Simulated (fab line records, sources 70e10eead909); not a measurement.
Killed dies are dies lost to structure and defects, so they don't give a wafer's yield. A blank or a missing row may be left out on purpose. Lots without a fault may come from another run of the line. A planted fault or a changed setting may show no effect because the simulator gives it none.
Which tool did it? | flow nand_harc | 11 lots, 33 wafers sampled, at 5 steps of a route of 1159

WHAT THE GAUGES READ, wafer by wafer
NHARC_END_SORT_01. Usual: killed_at_array 28, standard deviation 11; killed_at_other 0.7, standard deviation 1.1; killed_at_periphery 2.9, standard deviation 2; killed_dies 32, standard deviation 11; killed_open 3.2, standard deviation 1.8; killed_short 2.0, standard deviation 1.4.
lot  | measured     | on        | killed_at_array | killed_at_other | killed_at_periphery | killed_dies | killed_open | killed_short | flag
L444 | day 22 14:40 | prober-01 | 35 626 34       | 0 0 0           | 4 2 3               | 39 628 37   | 2 1 4       | 2 3 0        | OFF

WHICH TOOL RAN EACH LOT (tool, then ch and the chambers of the sampled wafers, then the start)
lot  | NHARC_A_SGD_CUT_STRIP_28                      | NHARC_A_SLIT_ETCH_24               | NHARC_A_SLIT_ETCH_29               | NHARC_A_SLIT_STRIP_18
L429 | rie_diel-12 ch 1,2, day 14 09:31 or earlier   | rie_diel-13 ch 0,1, day 14 09:31   | rie_diel-13 ch 0,2,3, day 14 14:34 | rie_diel-13 ch 2,3, no start
L431 | rie_diel-03 ch 0,2,3, day 14 10:08 or earlier | rie_diel-13 ch 0,1,2, day 14 10:08 | rie_diel-01 ch 0,2,3, day 14 16:17 | rie_diel-01 ch 0,2,3, no start
L434 | rie_diel-12 ch 1,2,3, day 15 00:03 or earlier | rie_diel-01 ch 0,1,2, day 15 00:03 | rie_diel-11 ch 0,1, day 15 02:50   | rie_diel-11 ch 1,2, no start
L436 | rie_diel-03 ch 0,1, day 15 23:57 or earlier   | rie_diel-11 ch 0,1,2, day 15 23:57 | rie_diel-11 ch 1,3, day 16 02:44   | rie_diel-11 ch 0,2, no start
L442 | rie_diel-03 ch 2,3, day 17 08:30 or earlier   | rie_diel-11 ch 0,1,3, day 17 08:30 | rie_diel-13 ch 1,2, day 17 11:17   | rie_diel-13 ch 1,3, no start
L444 | rie_diel-07 ch 1,2,3, day 17 18:23 or earlier | rie_diel-01 ch 0,1,3, day 17 18:23 | rie_diel-11 ch 0,3, day 17 21:19   | rie_diel-11 ch 0,3, day 22 14:40 or earlier
L447 | rie_diel-12 ch 0,1,3, day 18 22:26 or earlier | rie_diel-11 ch 2,3, day 18 22:26   | rie_diel-11 ch 0,3, day 19 01:13   | rie_diel-11 ch 0,1,2, no start
L449 | rie_diel-07 ch 0,1,3, day 19 06:07 or earlier | rie_diel-11 ch 0,2, day 19 06:07   | rie_diel-13 ch 2,3, day 19 11:28   | rie_diel-13 ch 2,3, no start
L452 | rie_diel-12 ch 0,1,2, day 20 02:13 or earlier | rie_diel-11 ch 1,2, day 20 02:13   | rie_diel-01 ch 0,2,3, day 20 04:59 | rie_diel-01 ch 0,2, no start
L450 | rie_diel-03 ch 0,1, day 20 11:25 or earlier   | rie_diel-13 ch 0,1,3, day 20 11:25 | rie_diel-01 ch 0,1, day 20 14:13   | rie_diel-01 ch 1,2, no start
L451 | rie_diel-12 ch 0,1, day 20 13:26 or earlier   | rie_diel-13 ch 1,2, day 20 13:26   | rie_diel-13 ch 1,2, day 20 16:21   | rie_diel-13 ch 1,2,3, no start
- NHARC_A_SGD_CUT_STRIP_28: strips in O2, time 20 s.
- NHARC_A_SLIT_ETCH_24: etches the open film in CF4/CHF3, target depth 121 nm, time 60.5 s.
- NHARC_A_SLIT_ETCH_29: etches the open film in CF4/O2, target depth 100 nm, overetch 10 nm, time 55 s.
- NHARC_A_SLIT_STRIP_18: strips in O2.

WHAT THE TOOLS THEMSELVES READ (means of the sampled wafers that have a number; where no wafer has one, the mark that the record gives instead)
NHARC_A_SGD_CUT_STRIP_28. Usual: drypump_motor_current_A 5.7 A, standard deviation 0.49; oes_product_au 0.996 a.u., standard deviation 0.011; rf_vpp_V 57.6 V, standard deviation 0.93; showerhead_plenum_p_Torr 3.46 Torr, standard deviation 0.14; throttle_valve_pct 17.036 %, standard deviation 0.01.
lot  | tool        | drypump_motor_current_A (A) | oes_product_au (a.u.) | rf_vpp_V (V) | showerhead_plenum_p_Torr (Torr) | throttle_valve_pct (%) | flag
L429 | rie_diel-12 | 5.9                         | 0.988                 | 58.1         | 3.61                            | 17.034                 |
L431 | rie_diel-03 | 5.8                         | 0.988                 | 58.6         | 3.53                            | 17.041                 |
L434 | rie_diel-12 | 5.4                         | 0.994                 | 57.7         | 3.51                            | 17.037                 |
L436 | rie_diel-03 | 5.5                         | 0.983                 | 57.1         | 3.33                            | 17.042                 |
L442 | rie_diel-03 | 6.1                         | 0.992                 | 58.4         | 3.63                            | 17.036                 |
L444 | rie_diel-07 | 6.3                         | 1.000                 | 57.3         | 3.38                            | 17.037                 |
L447 | rie_diel-12 | 5.3                         | 1.000                 | 57.7         | 3.37                            | 17.035                 |
L449 | rie_diel-07 | 5.9                         | 0.995                 | 57.1         | 3.43                            | 17.033                 |
L452 | rie_diel-12 | 5.7                         | 1.010                 | 58.0         | 3.47                            | 17.041                 |
L450 | rie_diel-03 | 5.5                         | 0.990                 | 57.2         | 3.33                            | 17.035                 |
L451 | rie_diel-12 | 5.5                         | 0.996                 | 58.3         | 3.35                            | 17.038                 |

NHARC_A_SLIT_ETCH_24. Usual: drypump_motor_current_A 5.4 A, standard deviation 0.37; oes_product_au 0.965 a.u., standard deviation 0.016; rf_vpp_V 370.6 V, standard deviation 2.5; showerhead_plenum_p_Torr 1.58 Torr, standard deviation 0.063; throttle_valve_pct 16.802 %, standard deviation 0.0083.
lot  | tool        | drypump_motor_current_A (A) | oes_product_au (a.u.) | rf_vpp_V (V) | showerhead_plenum_p_Torr (Torr) | throttle_valve_pct (%) | flag
L429 | rie_diel-13 | 5.5                         | 0.958                 | 373.5        | 1.65                            | 16.800                 |
L431 | rie_diel-13 | 5.4                         | 0.970                 | 371.0        | 1.59                            | 16.794                 |
L434 | rie_diel-01 | 5.1                         | 0.979                 | 370.4        | 1.58                            | 16.807                 |
L436 | rie_diel-11 | 5.3                         | 0.970                 | 371.3        | 1.59                            | 16.808                 |
L442 | rie_diel-11 | 5.2                         | 0.963                 | 370.6        | 1.56                            | 16.802                 |
L444 | rie_diel-01 | 5.0                         | 0.920                 | 369.2        | 1.54                            | 16.805                 |
L447 | rie_diel-11 | 5.7                         | 0.974                 | 372.2        | 1.59                            | 16.801                 |
L449 | rie_diel-11 | 5.8                         | 0.977                 | 370.5        | 1.58                            | 16.803                 |
L452 | rie_diel-11 | 5.5                         | 0.960                 | 372.7        | 1.63                            | 16.810                 |
L450 | rie_diel-13 | 5.5                         | 0.980                 | 371.3        | 1.61                            | 16.800                 |
L451 | rie_diel-13 | 5.5                         | 0.954                 | 369.5        | 1.53                            | 16.803                 |

NHARC_A_SLIT_ETCH_29. Usual: drypump_motor_current_A 5.4 A, standard deviation 0.36; oes_product_au 1.001 a.u., standard deviation 0.0099; rf_vpp_V 197.8 V, standard deviation 1.3; showerhead_plenum_p_Torr 1.33 Torr, standard deviation 0.054; throttle_valve_pct 13.398 %, standard deviation 0.0089.
lot  | tool        | drypump_motor_current_A (A) | oes_product_au (a.u.) | rf_vpp_V (V) | showerhead_plenum_p_Torr (Torr) | throttle_valve_pct (%) | flag
L429 | rie_diel-13 | 5.3                         | 1.005                 | 197.5        | 1.35                            | 13.408                 |
L431 | rie_diel-01 | 5.3                         | 1.009                 | 197.9        | 1.31                            | 13.395                 |
L434 | rie_diel-11 | 5.0                         | 0.989                 | 198.2        | 1.36                            | 13.396                 |
L436 | rie_diel-11 | 5.2                         | 1.008                 | 198.0        | 1.34                            | 13.397                 |
L442 | rie_diel-13 | 5.4                         | 0.987                 | 197.3        | 1.29                            | 13.405                 |
L444 | rie_diel-11 | 5.4                         | 1.008                 | 197.1        | 1.29                            | 13.400                 |
L447 | rie_diel-11 | 5.5                         | 1.002                 | 196.8        | 1.27                            | 13.400                 |
L449 | rie_diel-13 | 5.5                         | 0.993                 | 197.3        | 1.32                            | 13.397                 |
L452 | rie_diel-01 | 5.3                         | 1.001                 | 197.8        | 1.31                            | 13.402                 |
L450 | rie_diel-01 | 4.9                         | 1.000                 | 197.9        | 1.34                            | 13.391                 |
L451 | rie_diel-13 | 5.5                         | 1.002                 | 197.0        | 1.29                            | 13.396                 |

NHARC_A_SLIT_STRIP_18. Usual: drypump_motor_current_A 5.4 A, standard deviation 0.38; oes_product_au 1.000 a.u., standard deviation 0.0099; rf_vpp_V 57.8 V, standard deviation 0.87; showerhead_plenum_p_Torr 3.52 Torr, standard deviation 0.13; throttle_valve_pct 17.037 %, standard deviation 0.0097.
lot  | tool        | drypump_motor_current_A (A) | oes_product_au (a.u.) | rf_vpp_V (V) | showerhead_plenum_p_Torr (Torr) | throttle_valve_pct (%) | flag
L429 | rie_diel-13 | 5.3                         | 0.994                 | 56.9         | 3.42                            | 17.049                 |
L431 | rie_diel-01 | 5.3                         | 1.009                 | 58.1         | 3.47                            | 17.030                 |
L434 | rie_diel-11 | 5.2                         | 0.993                 | 58.2         | 3.70                            | 17.040                 |
L436 | rie_diel-11 | 5.6                         | 1.001                 | 57.9         | 3.45                            | 17.047                 |
L442 | rie_diel-13 | 5.8                         | 1.009                 | 59.4         | 3.54                            | 17.038                 |
L444 | rie_diel-11 | 5.4                         | 0.997                 | 57.8         | 3.38                            | 17.034                 |
L447 | rie_diel-11 | 5.4                         | 1.001                 | 57.4         | 3.57                            | 17.040                 |
L449 | rie_diel-13 | 5.3                         | 0.994                 | 57.0         | 3.42                            | 17.038                 |
L452 | rie_diel-01 | 5.5                         | 0.995                 | 57.4         | 3.54                            | 17.035                 |
L450 | rie_diel-01 | 5.1                         | 0.993                 | 57.9         | 3.52                            | 17.032                 |
L451 | rie_diel-13 | 5.6                         | 1.008                 | 58.1         | 3.48                            | 17.040                 |

THE ANSWER, worked out from the rows above alone
Rule: a lot is off if the mean of its wafers that have a number lies more than 3 standard deviations from the usual mean. A lot without any number at a reading at which 4 lots or more have one is off too. The other lots that the step has rows for count as sound. The gauges are gone through in route order, then the tools' own readings, and for those a lot's mean is taken as printed above. The first step at which some lot is off is used, and at that step the reading that is off furthest; a lot without a number counts as furthest.
Off: L444, at NHARC_END_SORT_01 (killed_at_array). Neither off nor sound, because the step has no rows for them: L429, L431, L434, L436, L442, L447, L449, L452, L450, L451.
A tool fits if, at a process step before that reading, it ran every lot that is off, and no sound lot after the first of them. The gauges at NHARC_END_SORT_01 are tried like those tools. NHARC_A_SGD_CUT_STRIP_28 gives no start for some lots, so the hours and the order of its lots are those of NHARC_A_SLIT_ETCH_24. NHARC_A_SLIT_STRIP_18 gives no start for some lots, so the hours and the order of its lots are those of NHARC_END_SORT_01. Can't be told from this: 4 tools fit, rie_diel-07 at NHARC_A_SGD_CUT_STRIP_28, rie_diel-01 at NHARC_A_SLIT_ETCH_24, rie_diel-11 at NHARC_A_SLIT_ETCH_29 and NHARC_A_SLIT_STRIP_18, prober-01 at NHARC_END_SORT_01.

WHAT THE SIMULATOR HAD PUT IN
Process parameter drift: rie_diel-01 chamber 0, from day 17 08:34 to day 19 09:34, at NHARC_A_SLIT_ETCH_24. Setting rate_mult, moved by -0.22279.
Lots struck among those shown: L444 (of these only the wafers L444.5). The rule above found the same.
